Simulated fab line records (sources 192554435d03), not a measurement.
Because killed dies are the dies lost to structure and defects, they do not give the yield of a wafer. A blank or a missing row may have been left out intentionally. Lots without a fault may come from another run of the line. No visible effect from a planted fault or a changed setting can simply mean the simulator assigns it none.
fab line records -- flow n5-finfet
[record] lots = 7, wafers = 21
route steps=1938 shown BEOL_M8@1348 BEOL_M9@1407 BEOL_M10@1470
start-h: the number of hours between the record's first day and the start of the first shown wafer of the lot -- wait-h: hours elapsed since this lot's preceding step -- " identical to the entry in the row above -- L1.1+2: a row that stands for several wafers -- - either no value or no given start -- * or withheld: withheld -- < > ~ a bound
route shown NAME@n: a module of which the file shows steps, and the number in the route of the first -- usual: mean/standard deviation of fault-free wafers -- same: alike in all rows -- chamber/n: place in a boat -- sites: readings site by site -- _std_site: the values' standard deviation -- _edge_site: outer sites' mean less inner sites' -- radius-mm: for every site, how far away it sits from the centre of the wafer -- mask NAME#n: copy n -- behind: the most recent tool/chamber to have shaped the wafer -- hold: why the lot was held/for how many hours/how that ended -- device: the n, p or np transistor that did not switch -- end of line: at the end of the route, the tests of the same wafers -- where a step has no rows: the recipe by itself -- killed: dies that structure and defects cost at the first sort, which is not the same as the wafer's yield -- map: shows each die of a wafer: x if killed, . if not, _ if none is there
set.NAME: the setting as run; set.NAME@STEP: as run at that earlier step -- model.NAME: the simulator's own value behind a step, which no gauge read
lots with deliberately changed settings; one table per step, one row per wafer
[[steps]]
[step N5_BEOL_M8_DESCUM_16]
[recipe] chemistry = O2, time-s = 7.9, source-power-w = 50, bias-power-w = 20, pressure-mtorr = 20, rf-frequency-hz = 2.712e+07, temp-c = 40, resist = CAR-ArF, o2-flow-sccm = 225
lot.wafer,tool,chamber,start-h,wait-h,set.time-s,model.CAR-ArF_of_BEOL_M8_COAT_05.thk-nm
L074.3,rie-diel-04,0,201.35,0.2,7.9,83
L074.5,rie-diel-04,0,201.35,0.2,7.9,83.2
L074.6,rie-diel-04,3,201.35,0.2,6.339,84
L075.2,rie-diel-02,1,201.44,0.2,9.057,82.6
L075.4,rie-diel-02,0,201.44,0.2,7.9,83.4
L075.6,rie-diel-02,1,201.44,0.2,7.9,83.8
L077.2,rie-diel-02,3,210.36,0.0,7.9,83.4
L077.3,rie-diel-02,2,210.36,0.0,8.854,83
L077.4,rie-diel-02,1,210.36,0.0,7.9,83.6
L079.1,rie-diel-04,2,226.19,0.0,6.304,84.2
L079.2,rie-diel-04,3,226.19,0.0,7.9,83.2
L079.6,rie-diel-04,3,226.19,0.0,6.304,84.4
L085.2+6,rie-diel-04,0,267.31,0.1,7.9,83.2
L085.5,rie-diel-04,1,267.31,0.1,7.9,83.4
L089.1+3+6,rie-diel-04,"2,1,2",302.26,0.2,7.9,82.8
L097.1+2,rie-diel-02,"3,2",333.36,0.3,6.862,84.4
L097.4,rie-diel-02,0,333.36,0.3,7.9,83.8
[step N5_BEOL_M8_ETCH_61]
[recipe] chemistry = CF4, target = SiARC, target-depth-a = 455, mask-material = CAR-ArF, time-s = 75.8, ion-energy-ev = 80, pressure-mtorr = 40, source-w = 545, bias-w = 36, Ar_flow_sccm = 100, cf4-flow-sccm = 100, ends = cleared
lot.wafer,tool,chamber,start-h,wait-h,set.time-s@BEOL_M8_DESCUM_16,model.CAR-ArF_of_BEOL_M8_COAT_05.thk-nm
L074.3,rie-diel-04,0,201.38,0.0,7.9,50.4
L074.5,rie-diel-04,0,201.38,0.0,7.9,50.8
L074.6,rie-diel-04,3,201.38,0.0,6.339,51.4
L075.2,rie-diel-02,1,201.47,0.0,9.057,50
L075.4,rie-diel-02,0,201.47,0.0,7.9,50.6
L075.6,rie-diel-02,1,201.47,0.0,7.9,51
L077.2+4,rie-diel-02,"3,1",210.40,0.0,7.9,50.8
L077.3,rie-diel-02,2,210.40,0.0,8.854,50.2
L079.1,rie-diel-04,2,226.22,0.0,6.304,51.6
L079.2,rie-diel-04,3,226.22,0.0,7.9,50.6
L079.6,rie-diel-04,3,226.22,0.0,6.304,51.8
L085.2+6,rie-diel-04,0,267.35,0.0,7.9,50.6
L085.5,rie-diel-04,1,267.35,0.0,7.9,50.8
L089.1+3,rie-diel-04,"2,1",302.30,0.0,7.9,50.2
L089.6,rie-diel-04,2,302.30,0.0,7.9,50
L097.1,rie-diel-02,3,333.39,0.0,6.862,51.8
L097.2,rie-diel-02,2,333.39,0.0,6.862,51.6
L097.4,rie-diel-02,0,333.39,0.0,7.9,51
[step N5_BEOL_M8_ETCH_62]
[recipe] chemistry = N2/H2, target = SOC, target-depth-a = 1100, overetch-a = 220, mask-material = SiARC, temp-c = 40, time-s = 165, ion-energy-ev = 200, pressure-mtorr = 30, source-w = 840, bias-w = 150, n2-flow-sccm = 200, h2-flow-sccm = 200
[usual] rf-vpp-V = 524.9/2.3
lot.wafer,tool,chamber,start-h,wait-h,set.bias-w,rf-vpp-V,model.SiARC_of_BEOL_M8_COAT_60.thk-nm
L074.3,rie-diel-04,0,201.44,0.0,168.5,562.8,27.2
L074.5,rie-diel-04,0,201.44,0.0,150,523.8,28.2
L074.6,rie-diel-04,3,201.44,0.0,150,528.4,28.2
L075.2,rie-diel-02,1,201.53,0.0,169,566.3,27.6
L075.4,rie-diel-02,0,201.53,0.0,169,569.8,27.6
L075.6,rie-diel-02,1,201.53,0.0,169,566.8,27.6
L077.2,rie-diel-02,3,210.46,0.0,150,522.9,28.4
L077.3,rie-diel-02,2,210.46,0.0,150,522.6,28.4
L077.4,rie-diel-02,1,210.46,0.0,150,525.6,28.4
L079.1,rie-diel-04,2,226.28,0.0,150,524.1,28.2
L079.2,rie-diel-04,3,226.28,0.0,150,527.0,28.2
L079.6,rie-diel-04,3,226.28,0.0,143,512.0,28.6
L085.2,rie-diel-04,0,267.41,0.0,150,522.6,28.4
L085.5,rie-diel-04,1,267.41,0.0,150,527.5,28.4
L085.6,rie-diel-04,0,267.41,0.0,150,523.7,28.4
L089.1,rie-diel-04,2,302.35,0.0,150,524.3,28.2
L089.3,rie-diel-04,1,302.35,0.0,166.2,561.4,27.6
L089.6,rie-diel-04,2,302.35,0.0,166.2,556.6,27.6
L097.1,rie-diel-02,3,333.45,0.0,150,523.4,28.6
L097.2,rie-diel-02,2,333.45,0.0,150,522.9,28.6
L097.4,rie-diel-02,0,333.45,0.0,150,528.4,28.6
[step N5_BEOL_M9_COAT_60]
[recipe] resist = SiARC, temp-c = 220, time-s = 60, spin-rpm = 1500, resist-thk-nm = 30
lot.wafer,tool,chamber,start-h,wait-h,set.spin-rpm,model.SiARC_of_BEOL_M9_COAT_60.thk-nm
L074.3+5+6,litho-track-01,0,-,-,1500,30
L075.2+6,litho-track-04,0,-,-,1500,30.2
L075.4,litho-track-04,0,-,-,1630,28.8
L077.2+4,litho-track-05,0,-,-,1500,30
L077.3,litho-track-05,0,-,-,1384,31.2
L079.1,litho-track-01,0,-,-,1500,30.2
L079.2,litho-track-01,0,-,-,1623,29
L079.6,litho-track-01,0,-,-,1623,28.8
L085.2+5+6,litho-track-01,0,-,-,1500,30
L089.1+6,litho-track-05,0,-,-,1647,28.8
L089.3,litho-track-05,0,-,-,1500,30.2
L097.1+2+4,litho-track-05,0,-,-,1500,30
[step N5_BEOL_M9_COAT_05]
[recipe] resist = CAR-ArF, spin-rpm = 1500, resist-thk-nm = 90
[step N5_BEOL_M9_EBR_07]
[recipe] solvent = PGMEA, ebr-width-mm = 1.5
[step N5_BEOL_M9_DESCUM_16]
[recipe] chemistry = O2, time-s = 7.9, source-power-w = 50, bias-power-w = 20, pressure-mtorr = 20, rf-frequency-hz = 2.712e+07, temp-c = 40, resist = CAR-ArF, o2-flow-sccm = 225
[step N5_BEOL_M9_ETCH_61]
[recipe] chemistry = CF4, target = SiARC, target-depth-a = 390, mask-material = CAR-ArF, time-s = 65, ion-energy-ev = 80, pressure-mtorr = 40, source-w = 545, bias-w = 36, Ar_flow_sccm = 100, cf4-flow-sccm = 100, ends = cleared
lot.wafer,tool,chamber,start-h,wait-h,set.spin-rpm@BEOL_M9_COAT_60,model.CAR-ArF_of_BEOL_M9_COAT_05.thk-nm,model.etch.depth-nm
L074.3,rie-diel-01,1,210.81,0.0,1500,55.8,29.98
L074.5,rie-diel-01,2,210.81,0.0,1500,55.4,29.92
L074.6,rie-diel-01,3,210.81,0.0,1500,55.2,29.93
L075.2,rie-diel-05,3,210.88,0.0,1500,55,30.13
L075.4,rie-diel-05,2,210.88,0.0,1630,56.6,28.82
L075.6,rie-diel-05,3,210.88,0.0,1500,54.8,30.11
L077.2,rie-diel-06,0,218.60,0.0,1500,55.4,30
L077.3,rie-diel-06,3,218.60,0.0,1384,54.6,31.18
L077.4,rie-diel-06,2,218.60,0.0,1500,55.6,29.96
L079.1,rie-diel-05,0,233.75,0.0,1500,55.4,30.1
L079.2,rie-diel-05,2,233.75,0.0,1623,56.2,28.91
L079.6,rie-diel-05,0,233.75,0.0,1623,56.8,28.83
L085.2,rie-diel-06,2,273.97,0.0,1500,55.4,29.98
L085.5,rie-diel-06,3,273.97,0.0,1500,55.8,30.04
L085.6,rie-diel-06,0,273.97,0.0,1500,55.8,29.97
L089.1,rie-diel-05,3,313.67,0.0,1647,57,28.7
L089.3,rie-diel-05,0,313.67,0.0,1500,55.8,30.12
L089.6,rie-diel-05,2,313.67,0.0,1647,56.8,28.81
L097.1,rie-diel-01,0,340.77,0.0,1500,55.2,30.1
L097.2,rie-diel-01,1,340.77,0.0,1500,55.4,30.07
L097.4,rie-diel-01,2,340.77,0.0,1500,55.2,30.02
[step N5_BEOL_M9_ETCH_62]
[recipe] chemistry = N2/H2, target = SOC, target-depth-a = 1100, overetch-a = 220, mask-material = SiARC, temp-c = 40, time-s = 165, ion-energy-ev = 200, pressure-mtorr = 30, source-w = 840, bias-w = 150, n2-flow-sccm = 200, h2-flow-sccm = 200
lot.wafer,tool,chamber,start-h,wait-h,set.spin-rpm@BEOL_M9_COAT_60,model.SiARC_of_BEOL_M9_COAT_60.thk-nm
L074.3,rie-diel-01,1,210.86,0.0,1500,23.6
L074.5+6,rie-diel-01,"2,3",210.86,0.0,1500,23.4
L075.2+6,rie-diel-05,3,210.93,0.0,1500,23.6
L075.4,rie-diel-05,2,210.93,0.0,1630,22.6
L077.2,rie-diel-06,0,218.65,0.0,1500,23.6
L077.3,rie-diel-06,3,218.65,0.0,1384,24.6
L077.4,rie-diel-06,2,218.65,0.0,1500,23.4
L079.1,rie-diel-05,0,233.80,0.0,1500,23.6
L079.2,rie-diel-05,2,233.80,0.0,1623,22.6
L079.6,rie-diel-05,0,233.80,0.0,1623,22.2
L085.2,rie-diel-06,2,274.02,0.0,1500,23.2
L085.5,rie-diel-06,3,274.02,0.0,1500,23.4
L085.6,rie-diel-06,0,274.02,0.0,1500,23.6
L089.1,rie-diel-05,3,313.72,0.0,1647,22.2
L089.3,rie-diel-05,0,313.72,0.0,1500,23.6
L089.6,rie-diel-05,2,313.72,0.0,1647,22.4
L097.1+2+4,rie-diel-01,"0,1,2",340.82,0.0,1500,23.6
[step N5_BEOL_M9_CMP_52]
[recipe] stop-on = SiCOH_lowk, t-overpolish-s = 7, down-force-psi = 1, platen-rpm = 50, clearing-platen-down-force-psi = 1.5, clearing-platen-rpm = 50, post-cmp-clean = cu-alkaline, target-thk-nm = 140, clearing-platen-pad-velocity-m-s = 0.99484, pad-velocity-m-s = 0.99484
[usual] barrier-field-endpoint-s = 28.9/0.66
lot.wafer,tool,chamber,start-h,wait-h,set.down-force-psi,barrier-field-endpoint-s
L074.3,cmp-04,1,214.76,0.3,1,28.4
L074.6,cmp-04,2,214.76,0.3,1,29.2
L074.5,cmp-04,3,214.76,0.3,1,30.1
L075.2,cmp-02,1,215.50,0.2,0.7894,37.0
L075.4,cmp-02,0,215.50,0.2,0.7894,37.3
L075.6,cmp-02,1,215.50,0.2,1,29.3
L077.2,cmp-02,1,223.14,0.2,1,28.9
L077.4,cmp-02,2,223.14,0.2,1,28.6
L077.3,cmp-02,0,223.14,0.2,1,29.5
L079.2,cmp-04,2,240.37,0.3,1.147,24.3
L079.1,cmp-04,3,240.37,0.3,1,29.1
L079.6,cmp-04,1,240.37,0.3,1.147,24.7
L085.2,cmp-03,2,278.11,0.3,1,29.0
L085.5,cmp-03,3,278.11,0.3,1,28.9
L085.6,cmp-03,0,278.11,0.3,1,29.6
L089.1,cmp-04,3,318.88,0.3,1.168,25.7
L089.3,cmp-04,1,318.88,0.3,1.168,24.0
L089.6,cmp-04,0,318.88,0.3,1,29.5
L097.2,cmp-02,2,344.57,0.4,1,28.5
L097.4,cmp-02,3,344.57,0.4,1,28.4
L097.1,cmp-02,0,344.57,0.4,0.8295,34.7
[step N5_BEOL_M10_ILD_DEP_00]
[recipe] material = SiCOH_lowk, target-thk-a = 3085.1, temp-c = 300, precursor = DEMS/porogen, pressure-torr = 5, rf-w = 500, time-s = 58
lot.wafer,tool,chamber,start-h,wait-h,set.time-s,model.SiCOH_lowk_of_BEOL_M10_ILD_DEP_00.thk-nm
L074.3,pecvd-04,2,215.14,0.0,64.24,338.6
L074.5,pecvd-04,1,215.14,0.0,58,308.2
L074.6,pecvd-04,2,215.14,0.0,64.24,344.8
L075.2,pecvd-04,0,216.00,0.0,62.34,334
L075.4,pecvd-04,1,216.00,0.0,58,311.2
L075.6,pecvd-04,0,216.00,0.0,62.34,333.8
L077.2,pecvd-04,0,223.63,0.0,58,306.2
L077.3,pecvd-04,1,223.63,0.0,58,301.6
L077.4,pecvd-04,2,223.63,0.0,58,309.8
L079.1,pecvd-04,0,240.84,0.0,58,304.6
L079.2,pecvd-04,2,240.84,0.0,58,307.6
L079.6,pecvd-04,0,240.84,0.0,58,309
L085.2,pecvd-04,2,278.49,0.0,58,309.8
L085.5+6,pecvd-04,"2,0",278.49,0.0,58,313.6
L089.1,pecvd-03,1,319.38,0.0,58,306.6
L089.3,pecvd-03,0,319.38,0.0,58,307.4
L089.6,pecvd-03,0,319.38,0.0,64.55,346.4
L097.1,pecvd-04,0,345.02,0.0,58,308
L097.2,pecvd-04,1,345.02,0.0,58,306
L097.4,pecvd-04,0,345.02,0.0,58,313.4
[step N5_BEOL_M10_CURE_71]
[recipe] temp-c = 385, time-s = 240, ambient = He/Ar, material = SiCOH_lowk
lot.wafer,tool,chamber,start-h,wait-h,set.time-s@BEOL_M10_ILD_DEP_00,model.SiCOH_lowk_of_BEOL_M10_ILD_DEP_00.thk-nm
L074.3,uv-cure-02,0,215.72,0.6,64.24,294.6
L074.5,uv-cure-02,0,215.72,0.6,58,267.8
L074.6,uv-cure-02,0,215.72,0.6,64.24,300.2
L075.2,uv-cure-02,0,216.60,0.6,62.34,290.6
L075.4,uv-cure-02,0,216.60,0.6,58,270.4
L075.6,uv-cure-02,0,216.60,0.6,62.34,290.4
L077.2,uv-cure-02,0,223.90,0.2,58,266
L077.3,uv-cure-02,0,223.90,0.2,58,261.8
L077.4,uv-cure-02,0,223.90,0.2,58,269.2
L079.1,uv-cure-01,0,240.92,0.0,58,264.6
L079.2,uv-cure-01,0,240.92,0.0,58,267.2
L079.6,uv-cure-01,0,240.92,0.0,58,268.4
L085.2,uv-cure-01,2,278.65,0.1,58,269
L085.5+6,uv-cure-01,2,278.65,0.1,58,272.4
L089.1,uv-cure-01,1,319.62,0.2,58,266.2
L089.3,uv-cure-01,1,319.62,0.2,58,267
L089.6,uv-cure-01,1,319.62,0.2,64.55,301.6
L097.1,uv-cure-01,1,345.10,0.0,58,267.6
L097.2,uv-cure-01,1,345.10,0.0,58,265.8
L097.4,uv-cure-01,1,345.10,0.0,58,272.4
[step N5_BEOL_M10_THK_MEAS_01]
[recipe] reads = SiCOH_lowk_of_BEOL_M10_ILD_DEP_00
[usual] M10_ILD_THK = 269/3.3
lot.wafer,tool,chamber,start-h,wait-h,set.time-s@BEOL_M10_ILD_DEP_00,M10_ILD_THK[nm]
L074.3,film-metro-02,-,216.07,0.3,64.24,295
L074.5,film-metro-02,-,216.07,0.3,58,267
L074.6,film-metro-02,-,216.07,0.3,64.24,300
L075.2,film-metro-02,-,217.03,0.4,62.34,291
L075.4,film-metro-02,-,217.03,0.4,58,270
L075.6,film-metro-02,-,217.03,0.4,62.34,290
L077.2,film-metro-01,-,224.33,0.4,58,266
L077.3,film-metro-01,-,224.33,0.4,58,262
L077.4,film-metro-01,-,224.33,0.4,58,269
L079.1,film-metro-02,-,241.43,0.4,58,264
L079.2,film-metro-02,-,241.43,0.4,58,267
L079.6,film-metro-02,-,241.43,0.4,58,268
L085.2,film-metro-02,-,279.08,0.4,58,269
L085.5,film-metro-02,-,279.08,0.4,58,273
L085.6,film-metro-02,-,279.08,0.4,58,273
L089.1,film-metro-01,-,320.13,0.4,58,266
L089.3,film-metro-01,-,320.13,0.4,58,267
L089.6,film-metro-01,-,320.13,0.4,64.55,302
L097.1,film-metro-01,-,345.61,0.4,58,268
L097.2,film-metro-01,-,345.61,0.4,58,266
L097.4,film-metro-01,-,345.61,0.4,58,272
[step N5_BEOL_M10_VIA_ETCH_34]
[recipe] chemistry = C4F6/O2, target = SiCOH_lowk, target-depth-a = 1845, mask-material = SOC, taper-deg = 4, time-s = 69.2, ion-energy-ev = 250, pressure-mtorr = 30, source-w = 345, bias-w = 185, Ar_flow_sccm = 300, C4F6_flow_sccm = 10, O2_flow_sccm = 10
lot.wafer,tool,chamber,start-h,wait-h,set.time-s,model.etch.depth-nm,model.SOC_of_BEOL_M10_COAT_63.thk-nm
L074.3,rie-diel-03,0,221.66,0.0,69.2,185.6,92.2
L074.5,rie-diel-03,0,221.66,0.0,77.84,209,91.4
L074.6,rie-diel-03,2,221.66,0.0,77.84,209.5,91.4
L075.2,rie-diel-02,0,221.82,0.0,69.2,185.1,92
L075.4,rie-diel-02,1,221.82,0.0,80.4,213.7,91
L075.6,rie-diel-02,0,221.82,0.0,80.4,215.4,90.8
L077.2,rie-diel-03,2,228.14,0.0,62.75,168.2,93
L077.3,rie-diel-03,0,228.14,0.0,62.75,166.3,93
L077.4,rie-diel-03,3,228.14,0.0,62.75,167.9,93.4
L079.1,rie-diel-03,0,245.48,0.0,74.41,199.7,91.2
L079.2,rie-diel-03,3,245.48,0.0,69.2,186.3,91.8
L079.6,rie-diel-03,1,245.48,0.0,74.41,198.1,91.2
L085.2,rie-diel-04,1,283.27,0.0,69.2,181.3,92
L085.5,rie-diel-04,3,283.27,0.0,69.2,185.2,92
L085.6,rie-diel-04,0,283.27,0.0,69.2,183.7,92
L089.1,rie-diel-02,3,323.23,0.0,74.66,194.4,91.6
L089.3,rie-diel-02,2,323.23,0.0,69.2,180.6,92.4
L089.6,rie-diel-02,1,323.23,0.0,74.66,196.8,91.8
L097.1,rie-diel-02,2,347.92,0.0,78.05,207.7,91.2
L097.2,rie-diel-02,3,347.92,0.0,78.05,206.2,91
L097.4,rie-diel-02,3,347.92,0.0,69.2,181.7,92.6
[[key]]
[split] step = N5_BEOL_M8_DESCUM_16, setting = time-s, stated = 7.9, by = wafer
[response] step = N5_BEOL_M8_DESCUM_16, reading = model.CAR-ArF_of_BEOL_M8_COAT_05.thk-nm, change = -0.0515, per = 1%, r = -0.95
[response] step = N5_BEOL_M8_ETCH_61, reading = model.CAR-ArF_of_BEOL_M8_COAT_05.thk-nm, change = -0.0497, per = 1%, r = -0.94
[split] step = N5_BEOL_M8_ETCH_62, setting = bias-w, stated = 150, by = wafer
[response] step = N5_BEOL_M8_ETCH_62, reading = rf-vpp-V, change = +3.07, per = 1%, r = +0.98
[response] step = N5_BEOL_M8_ETCH_62, reading = model.SiARC_of_BEOL_M8_COAT_60.thk-nm, change = -0.0712, per = 1%, r = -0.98
[split] step = N5_BEOL_M9_COAT_60, setting = spin-rpm, stated = 1500, by = wafer
[response] step = N5_BEOL_M9_COAT_60, reading = model.SiARC_of_BEOL_M9_COAT_60.thk-nm, change = -0.154, per = 1%, r = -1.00
[response] step = N5_BEOL_M9_ETCH_61, reading = model.CAR-ArF_of_BEOL_M9_COAT_05.thk-nm, change = +0.139, per = 1%, r = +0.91
[response] step = N5_BEOL_M9_ETCH_61, reading = model.etch.depth-nm, change = -0.147, per = 1%, r = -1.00
[response] step = N5_BEOL_M9_ETCH_62, reading = model.SiARC_of_BEOL_M9_COAT_60.thk-nm, change = -0.133, per = 1%, r = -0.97
[split] step = N5_BEOL_M9_CMP_52, setting = down-force-psi, stated = 1, by = wafer
[response] step = N5_BEOL_M9_CMP_52, reading = barrier-field-endpoint-s, change = -0.339, per = 1%, r = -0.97
[split] step = N5_BEOL_M10_ILD_DEP_00, setting = time-s, stated = 58, by = wafer
[response] step = N5_BEOL_M10_ILD_DEP_00, reading = model.SiCOH_lowk_of_BEOL_M10_ILD_DEP_00.thk-nm, change = +3.26, per = 1%, r = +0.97
[response] step = N5_BEOL_M10_CURE_71, reading = model.SiCOH_lowk_of_BEOL_M10_ILD_DEP_00.thk-nm, change = +2.89, per = 1%, r = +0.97
[response] step = N5_BEOL_M10_THK_MEAS_01, reading = M10_ILD_THK, change = +2.91, per = 1%, r = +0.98
[split] step = N5_BEOL_M10_VIA_ETCH_34, setting = time-s, stated = 69.2, by = wafer
[response] step = N5_BEOL_M10_VIA_ETCH_34, reading = model.etch.depth-nm, change = +1.87, per = 1%, r = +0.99
[response] step = N5_BEOL_M10_VIA_ETCH_34, reading = model.SOC_of_BEOL_M10_COAT_63.thk-nm, change = -0.0814, per = 1%, r = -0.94
